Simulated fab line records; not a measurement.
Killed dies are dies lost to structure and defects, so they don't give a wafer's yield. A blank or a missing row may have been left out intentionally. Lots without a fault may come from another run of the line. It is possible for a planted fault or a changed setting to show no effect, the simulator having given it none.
Chamber matching    flow nand-harc    3 sister chambers for NHARC_THIN_TSV_DEP_47 on pecvd-04
The step deposits SiO2, target thk 200 nm. 14 wafers are shown with their chamber, then 7 later ones without.

## WAFERS WITH THEIR CHAMBER
wafer   chamber  throttle-valve-pct (%)
L433.1  2        15.5
L433.3  2        15.7
L433.5  2        15.7
L439.2  1        16.4
L439.4  1        16.7
L439.6  2        15.8
L448.3  0        15.0
L448.4  0        15.1
L448.5  2        15.8
L453.4  0        15.0
L453.5  2        15.6
L453.6  1        16.2
L455.1  0        15.1
L455.4  1        16.1

SIGNATURES (means of the wafers above)
reading             chamber 0  chamber 1  chamber 2  scatter within a chamber
throttle-valve-pct  15.050     16.350     15.683     0.162
Rule: a wafer lies at a distance from a chamber equal to the root of the sum of squares, over the readings, of (its reading less the chamber's mean, divided by the reading's scatter). The wafer belongs to the nearest chamber; if the next one is less than 2 further off, it can't be placed. The scatter is the square root of a quotient: the sum, over the shown wafers, of each reading's squared deviation from its chamber's mean, divided by wafers minus chambers.

## WAFERS WHOSE CHAMBER IS MISSING
wafer   throttle-valve-pct (%)
L455.5  15.7
L454.2  16.0
L454.4  16.2
L454.5  16.2
L456.1  16.4
L456.3  15.3
L456.5  15.0

## CHAMBER TAKEN BY EACH
wafer    from the rows above       in truth
L455.5   2                         2
L454.2   can't be placed: 2 or 1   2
L454.4   1                         1
L454.5   1                         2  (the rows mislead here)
L456.1   1                         1
L456.3   can't be placed: 0 or 2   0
L456.5   0                         0
Correct placement for 4 of the 7. Can't be placed from these rows: 2 (the true chamber is among the candidates in 2). 1 placed wrongly.
